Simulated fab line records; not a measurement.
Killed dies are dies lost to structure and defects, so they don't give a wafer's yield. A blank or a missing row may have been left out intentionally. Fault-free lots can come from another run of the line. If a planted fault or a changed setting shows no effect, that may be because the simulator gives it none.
Which tool did it? || flow nand harc || 11 lots with 33 wafers sampled at 6 steps, on a route of 1302 steps

== WHAT THE GAUGES READ, wafer by wafer ==
NHARC_P_BONDPAD_INSPECT_23.
{"lot": "L236", "measured": "day 8 02:45", "on": "defect inspect-01", "raw defect count": "503 265 229"}
{"lot": "L237", "measured": "day 8 14:37", "on": "defect inspect-01", "raw defect count": "185 226 302"}
{"lot": "L239", "measured": "day 9 05:38", "on": "defect inspect-01", "raw defect count": "523 469 229"}
{"lot": "L243", "measured": "day 10 17:19", "on": "defect inspect-02", "raw defect count": "382 427 699"}
{"lot": "L245", "measured": "day 11 21:01", "on": "defect inspect-02", "raw defect count": "335 687 386"}
{"lot": "L250", "measured": "day 13 21:41", "on": "defect inspect-02", "raw defect count": "204 328 181"}
{"lot": "L252", "measured": "day 14 19:13", "on": "defect inspect-01", "raw defect count": "352 386 373"}
{"lot": "L253", "measured": "day 15 00:01", "on": "defect inspect-02", "raw defect count": "237 304 224"}
{"lot": "L254", "measured": "day 15 08:20", "on": "defect inspect-01", "raw defect count": "343 194 235"}
{"lot": "L256", "measured": "day 16 03:16", "on": "defect inspect-01", "raw defect count": "229 280 333"}
{"lot": "L255", "measured": "day 16 04:33", "on": "defect inspect-01", "raw defect count": "330 280 197"}

NHARC_END_SORT_01.
{"lot": "L243", "measured": "day 29 05:02", "on": "prober-02", "defect limited yield (%)": "93 92 51", "killed at array": "47 56 61", "killed at other": "1 1 1", "killed at periphery": "2 0 271", "killed dies": "50 57 333", "killed open": "2 3 1", "killed short": "3 4 3", "sort_bin_2_pct (%)": "2.2 3.0 16.0", "sort_bin_3_pct (%)": "0.6 0.3 3.4", "sort_bin_4_pct (%)": "4.6 5.2 29.8", "sort n pass": "627 620 344", "sort rim yield pct (%)": "82 83 55", "sort yield pct (%)": "93 92 51"}
{"lot": "L245", "measured": "day 29 20:18", "on": "prober-02", "defect limited yield (%)": "90 49 91", "killed at array": "56 47 51", "killed at other": "0 0 2", "killed at periphery": "9 296 5", "killed dies": "65 343 58", "killed open": "1 1 4", "killed short": "2 3 0", "sort_bin_2_pct (%)": "3.2 20.1 4.3", "sort_bin_3_pct (%)": "0.7 3.4 0.7", "sort_bin_4_pct (%)": "5.6 27.2 3.5", "sort n pass": "612 334 619", "sort rim yield pct (%)": "86 52 83", "sort yield pct (%)": "90 49 91"}

== EACH LOT AND THE TOOL THAT RAN IT (in order: tool; ch and the chambers of the sampled wafers; start) ==
{"lot": "L236", "NHARC_P_M2_PRE_CLEAN_32": "pecvd-02 ch 0,1, day 7 22:16", "NHARC_P_BONDPAD_DEP_00": "pecvd-03 ch 1,2, day 7 22:48", "NHARC_P_BONDPAD_ETCH_37": "rie diel-12 ch 0,1, day 8 00:17", "NHARC_P_BONDPAD_CMP_19": "cmp-03 ch 1,3, day 8 02:12"}
{"lot": "L237", "NHARC_P_M2_PRE_CLEAN_32": "pecvd-02 ch 0,1,2, day 8 10:15", "NHARC_P_BONDPAD_DEP_00": "pecvd-01 ch 0,1, day 8 10:45", "NHARC_P_BONDPAD_ETCH_37": "rie diel-10 ch 0,1,2, day 8 12:09", "NHARC_P_BONDPAD_CMP_19": "cmp-01 ch 1,2,3, day 8 14:08"}
{"lot": "L239", "NHARC_P_M2_PRE_CLEAN_32": "pecvd-02 ch 0,1, day 9 00:59", "NHARC_P_BONDPAD_DEP_00": "pecvd-01 ch 0,1,2, day 9 01:37", "NHARC_P_BONDPAD_ETCH_37": "rie diel-12 ch 1,2, day 9 03:10", "NHARC_P_BONDPAD_CMP_19": "cmp-03 ch 0,1,3, day 9 05:09"}
{"lot": "L243", "NHARC_P_M2_PRE_CLEAN_32": "pecvd-03 ch 0,2, day 10 12:48", "NHARC_P_BONDPAD_DEP_00": "pecvd-01 ch 0,1, day 10 13:29", "NHARC_P_BONDPAD_ETCH_37": "rie diel-12 ch 0,1,2, day 10 14:51", "NHARC_P_BONDPAD_CMP_19": "cmp-01 ch 0,1,2, day 10 16:47"}
{"lot": "L245", "NHARC_P_M2_PRE_CLEAN_32": "pecvd-02 ch 0,1,2, day 11 16:32", "NHARC_P_BONDPAD_DEP_00": "pecvd-03 ch 1,2, day 11 17:01", "NHARC_P_BONDPAD_ETCH_37": "rie diel-10 ch 2,3, day 11 18:32", "NHARC_P_BONDPAD_CMP_19": "cmp-01 ch 0,1,2, day 11 20:32"}
{"lot": "L250", "NHARC_P_M2_PRE_CLEAN_32": "pecvd-03 ch 1,2, day 13 17:11", "NHARC_P_BONDPAD_DEP_00": "pecvd-01 ch 0,1,2, day 13 17:40", "NHARC_P_BONDPAD_ETCH_37": "rie diel-12 ch 1,2, day 13 19:12", "NHARC_P_BONDPAD_CMP_19": "cmp-03 ch 2,3, day 13 21:08"}
{"lot": "L252", "NHARC_P_M2_PRE_CLEAN_32": "pecvd-02 ch 0,1,2, day 14 14:45", "NHARC_P_BONDPAD_DEP_00": "pecvd-01 ch 1,2, day 14 15:17", "NHARC_P_BONDPAD_ETCH_37": "rie diel-10 ch 0,3, day 14 16:46", "NHARC_P_BONDPAD_CMP_19": "cmp-03 ch 0,2, day 14 18:44"}
{"lot": "L253", "NHARC_P_M2_PRE_CLEAN_32": "pecvd-03 ch 0,1,2, day 14 19:33", "NHARC_P_BONDPAD_DEP_00": "pecvd-02 ch 1,2, day 14 20:02", "NHARC_P_BONDPAD_ETCH_37": "rie diel-12 ch 0,2,3, day 14 21:34", "NHARC_P_BONDPAD_CMP_19": "cmp-01 ch 0,2,3, day 14 23:29"}
{"lot": "L254", "NHARC_P_M2_PRE_CLEAN_32": "pecvd-03 ch 0,1, day 15 04:00", "NHARC_P_BONDPAD_DEP_00": "pecvd-03 ch 0,1,2, day 15 05:52 or earlier", "NHARC_P_BONDPAD_ETCH_37": "rie diel-12 ch 0,2, day 15 05:52", "NHARC_P_BONDPAD_CMP_19": "cmp-02 ch 0,2,3, day 15 07:51"}
{"lot": "L256", "NHARC_P_M2_PRE_CLEAN_32": "pecvd-02 ch 0,2, day 15 22:48", "NHARC_P_BONDPAD_DEP_00": "pecvd-01 ch 1, day 15 23:16", "NHARC_P_BONDPAD_ETCH_37": "rie diel-10 ch 1,2, day 16 00:48", "NHARC_P_BONDPAD_CMP_19": "cmp-02 ch 2,3, day 16 02:44"}
{"lot": "L255", "NHARC_P_M2_PRE_CLEAN_32": "pecvd-02 ch 0,1, day 16 00:04", "NHARC_P_BONDPAD_DEP_00": "pecvd-02 ch 0,2, day 16 02:05 or earlier", "NHARC_P_BONDPAD_ETCH_37": "rie diel-03 ch 0,1, day 16 02:05", "NHARC_P_BONDPAD_CMP_19": "cmp-02 ch 2,3, day 16 04:00"}
- NHARC_P_M2_PRE_CLEAN_32: time 12 s.
- NHARC_P_BONDPAD_DEP_00: deposits SiCN, target thk 250 nm.
- NHARC_P_BONDPAD_ETCH_37: etches the open film in N2/H2, target depth 60 nm, overetch 18 nm, time 65.91 s.
- NHARC_P_BONDPAD_CMP_19: polishes, t overpolish 30 s, cu recess touch 16 s, target thk 160.81 nm.

== AS READ BY THE TOOLS THEMSELVES (means over the sampled wafers that have a number; for cases with no such wafer, the mark the record gives instead) ==
NHARC_P_M2_PRE_CLEAN_32.
{"lot": "L236", "tool": "pecvd-02", "heater power w (W)": 666, "rf fwd power W (W)": 292.8, "susceptor temp C (C)": 369.91}
{"lot": "L237", "tool": "pecvd-02", "heater power w (W)": 685, "rf fwd power W (W)": 292.5, "susceptor temp C (C)": 370.08}
{"lot": "L239", "tool": "pecvd-02", "heater power w (W)": 628, "rf fwd power W (W)": 292.0, "susceptor temp C (C)": 370.02}
{"lot": "L243", "tool": "pecvd-03", "heater power w (W)": 664, "rf fwd power W (W)": 293.3, "susceptor temp C (C)": 369.99}
{"lot": "L245", "tool": "pecvd-02", "heater power w (W)": 660, "rf fwd power W (W)": 292.3, "susceptor temp C (C)": 370.01}
{"lot": "L250", "tool": "pecvd-03", "heater power w (W)": 607, "rf fwd power W (W)": 293.3, "susceptor temp C (C)": 369.97}
{"lot": "L252", "tool": "pecvd-02", "heater power w (W)": 721, "rf fwd power W (W)": 292.5, "susceptor temp C (C)": 369.92}
{"lot": "L253", "tool": "pecvd-03", "heater power w (W)": 667, "rf fwd power W (W)": 293.0, "susceptor temp C (C)": 370.06}
{"lot": "L254", "tool": "pecvd-03", "heater power w (W)": 624, "rf fwd power W (W)": 293.3, "susceptor temp C (C)": 369.96}
{"lot": "L256", "tool": "pecvd-02", "heater power w (W)": 716, "rf fwd power W (W)": 293.2, "susceptor temp C (C)": 369.90}
{"lot": "L255", "tool": "pecvd-02", "heater power w (W)": 661, "rf fwd power W (W)": 292.5, "susceptor temp C (C)": 370.04}

NHARC_P_BONDPAD_DEP_00.
{"lot": "L236", "tool": "pecvd-03", "chamber pressure Torr (Torr)": 2.999, "heater power w (W)": 525, "rf fwd power W (W)": 449.4, "susceptor temp C (C)": 369.99}
{"lot": "L237", "tool": "pecvd-01", "chamber pressure Torr (Torr)": 3.004, "heater power w (W)": 610, "rf fwd power W (W)": 447.8, "susceptor temp C (C)": 369.77}
{"lot": "L239", "tool": "pecvd-01", "chamber pressure Torr (Torr)": 3.007, "heater power w (W)": 565, "rf fwd power W (W)": 448.8, "susceptor temp C (C)": 369.87}
{"lot": "L243", "tool": "pecvd-01", "chamber pressure Torr (Torr)": 3.005, "heater power w (W)": 518, "rf fwd power W (W)": 449.3, "susceptor temp C (C)": 370.06}
{"lot": "L245", "tool": "pecvd-03", "chamber pressure Torr (Torr)": 2.999, "heater power w (W)": 548, "rf fwd power W (W)": 448.4, "susceptor temp C (C)": 370.03}
{"lot": "L250", "tool": "pecvd-01", "chamber pressure Torr (Torr)": 2.991, "heater power w (W)": 564, "rf fwd power W (W)": 449.2, "susceptor temp C (C)": 369.93}
{"lot": "L252", "tool": "pecvd-01", "chamber pressure Torr (Torr)": 3.002, "heater power w (W)": 498, "rf fwd power W (W)": 448.8, "susceptor temp C (C)": 369.95}
{"lot": "L253", "tool": "pecvd-02", "chamber pressure Torr (Torr)": 3.006, "heater power w (W)": 644, "rf fwd power W (W)": 448.7, "susceptor temp C (C)": 369.88}
{"lot": "L254", "tool": "pecvd-03", "chamber pressure Torr (Torr)": 2.998, "heater power w (W)": 602, "rf fwd power W (W)": 451.0, "susceptor temp C (C)": 369.86}
{"lot": "L256", "tool": "pecvd-01", "chamber pressure Torr (Torr)": 3.008, "heater power w (W)": 465, "rf fwd power W (W)": 447.5, "susceptor temp C (C)": 369.87}
{"lot": "L255", "tool": "pecvd-02", "chamber pressure Torr (Torr)": 3.000, "heater power w (W)": 640, "rf fwd power W (W)": 448.6, "susceptor temp C (C)": 370.16}

NHARC_P_BONDPAD_ETCH_37.
{"lot": "L236", "tool": "rie diel-12", "drypump motor current A (A)": 6.2, "oes product au (a.u.)": 1.010, "rf fwd power W (W)": 397.7, "rf vpp V (V)": 428.5, "showerhead plenum p Torr (Torr)": 1.95, "throttle valve pct (%)": 14.168}
{"lot": "L237", "tool": "rie diel-10", "drypump motor current A (A)": 5.8, "oes product au (a.u.)": 0.997, "rf fwd power W (W)": 397.1, "rf vpp V (V)": 429.8, "showerhead plenum p Torr (Torr)": 1.99, "throttle valve pct (%)": 14.175}
{"lot": "L239", "tool": "rie diel-12", "drypump motor current A (A)": 5.6, "oes product au (a.u.)": 1.016, "rf fwd power W (W)": 396.1, "rf vpp V (V)": 427.6, "showerhead plenum p Torr (Torr)": 1.97, "throttle valve pct (%)": 14.167}
{"lot": "L243", "tool": "rie diel-12", "drypump motor current A (A)": 5.9, "oes product au (a.u.)": 1.000, "rf fwd power W (W)": 396.3, "rf vpp V (V)": 429.3, "showerhead plenum p Torr (Torr)": 1.99, "throttle valve pct (%)": 14.165}
{"lot": "L245", "tool": "rie diel-10", "drypump motor current A (A)": 5.5, "oes product au (a.u.)": 1.002, "rf fwd power W (W)": 395.4, "rf vpp V (V)": 429.8, "showerhead plenum p Torr (Torr)": 2.04, "throttle valve pct (%)": 14.163}
{"lot": "L250", "tool": "rie diel-12", "drypump motor current A (A)": 5.6, "oes product au (a.u.)": 0.998, "rf fwd power W (W)": 395.9, "rf vpp V (V)": 428.0, "showerhead plenum p Torr (Torr)": 1.96, "throttle valve pct (%)": 14.170}
{"lot": "L252", "tool": "rie diel-10", "drypump motor current A (A)": 5.4, "oes product au (a.u.)": 1.002, "rf fwd power W (W)": 396.5, "rf vpp V (V)": 430.7, "showerhead plenum p Torr (Torr)": 2.06, "throttle valve pct (%)": 14.165}
{"lot": "L253", "tool": "rie diel-12", "drypump motor current A (A)": 6.0, "oes product au (a.u.)": 0.996, "rf fwd power W (W)": 395.3, "rf vpp V (V)": 429.4, "showerhead plenum p Torr (Torr)": 2.01, "throttle valve pct (%)": 14.163}
{"lot": "L254", "tool": "rie diel-12", "drypump motor current A (A)": 5.9, "oes product au (a.u.)": 1.005, "rf fwd power W (W)": 394.6, "rf vpp V (V)": 431.2, "showerhead plenum p Torr (Torr)": 2.06, "throttle valve pct (%)": 14.174}
{"lot": "L256", "tool": "rie diel-10", "drypump motor current A (A)": 5.4, "oes product au (a.u.)": 1.000, "rf fwd power W (W)": 395.2, "rf vpp V (V)": 428.8, "showerhead plenum p Torr (Torr)": 1.99, "throttle valve pct (%)": 14.185}
{"lot": "L255", "tool": "rie diel-03", "drypump motor current A (A)": 5.8, "oes product au (a.u.)": 1.005, "rf fwd power W (W)": 397.0, "rf vpp V (V)": 428.0, "showerhead plenum p Torr (Torr)": 1.97, "throttle valve pct (%)": 14.169}

NHARC_P_BONDPAD_CMP_19.
{"lot": "L236", "tool": "cmp-03", "motor current A (A)": 13.8, "overpolish run s (s)": 30.000}
{"lot": "L237", "tool": "cmp-01", "motor current A (A)": 11.8, "overpolish run s (s)": 29.998}
{"lot": "L239", "tool": "cmp-03", "motor current A (A)": 13.7, "overpolish run s (s)": 30.010}
{"lot": "L243", "tool": "cmp-01", "motor current A (A)": 11.6, "overpolish run s (s)": 30.003}
{"lot": "L245", "tool": "cmp-01", "motor current A (A)": 11.9, "overpolish run s (s)": 29.997}
{"lot": "L250", "tool": "cmp-03", "motor current A (A)": 12.5, "overpolish run s (s)": 29.990}
{"lot": "L252", "tool": "cmp-03", "motor current A (A)": 12.4, "overpolish run s (s)": 30.002}
{"lot": "L253", "tool": "cmp-01", "motor current A (A)": 11.8, "overpolish run s (s)": 29.993}
{"lot": "L254", "tool": "cmp-02", "motor current A (A)": 13.2, "overpolish run s (s)": 29.996}
{"lot": "L256", "tool": "cmp-02", "motor current A (A)": 13.7, "overpolish run s (s)": 30.008}
{"lot": "L255", "tool": "cmp-02", "motor current A (A)": 13.9, "overpolish run s (s)": 30.004}

== THE ANSWER, worked out from the rows above alone ==
Rule: the lots themselves supply what counts as usual. Put in order of their means at a reading, lots are off if they are a third of the lots or fewer, leave a main group of 4 or more, and stand apart from it by a gap of 3 or more times the standard deviation of the main group's means; of several such gaps the widest counts. The tables above print the reading to a certain number of digits; a main group whose means all agree to those digits is not used. A lot without any number at a reading at which 4 lots or more have one is off too. All remaining lots with rows at the step are treated as sound. First the gauges in route order, then the tools' own readings, where a lot's mean is used as printed above. The first step at which some lot is off is used, and at that step the reading that is off furthest; a lot without a number counts as furthest.
Across all readings shown, no lot is off: no conclusion can be drawn from this.

== WHAT HAD BEEN PUT IN BY THE SIMULATOR ==
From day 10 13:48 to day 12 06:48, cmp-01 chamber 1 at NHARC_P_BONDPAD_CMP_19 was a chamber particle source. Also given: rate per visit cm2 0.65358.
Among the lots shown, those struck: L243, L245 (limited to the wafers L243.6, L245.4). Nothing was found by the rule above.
